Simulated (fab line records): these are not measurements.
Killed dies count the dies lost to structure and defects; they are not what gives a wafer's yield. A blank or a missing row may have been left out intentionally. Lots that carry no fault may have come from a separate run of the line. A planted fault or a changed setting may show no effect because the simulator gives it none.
Chamber matching    flow n5Finfet    rieDiel-04 running N5_BEOL_M7_DESCUM_16: 4 sister chambers
The step chemistry O2, time 7.9 s. 4 wafers are shown with their chamber, then 8 later ones without.

== EACH WAFER AND ITS CHAMBER ==
wafer   chamber  throttleValvePct (%)
L080.5  1        20.52
L082.1  3        20.32
L082.4  2        20.67
L083.1  0        20.25

== WAFERS WHOSE CHAMBER IS MISSING ==
wafer   throttleValvePct (%)
L083.3  20.33
L083.5  20.67
L088.2  20.33
L088.3  20.28
L088.5  20.28
L093.2  20.53
L093.4  20.72
L093.6  20.35

== CHAMBER TAKEN BY EACH ==
wafer   from the rows above      in truth
L083.3  3                        3
L083.5  2                        2
L088.2  3                        3
L088.3  can't be placed: 0 or 3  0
L088.5  can't be placed: 0 or 3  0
L093.2  1                        1
L093.4  2                        2
L093.6  3                        3
Placed correctly: 6 of 8. Can't be placed from these rows: 2 (the true chamber is among the candidates in 2). Wrongly placed: 0.
How it was worked out, from the rows above alone: a wafer's distance from a chamber is the root of the sum, over the readings, of the square of ((its reading less the chamber's mean) divided by the reading's scatter). The wafer belongs to the nearest chamber; if the next one is less than 2 further off, it can't be placed. A chamber's mean is the mean of its shown wafers. The scatter (one wafer shown for each chamber): square how far every hidden wafer sits from the nearest shown wafer, average those squares and take the square root.
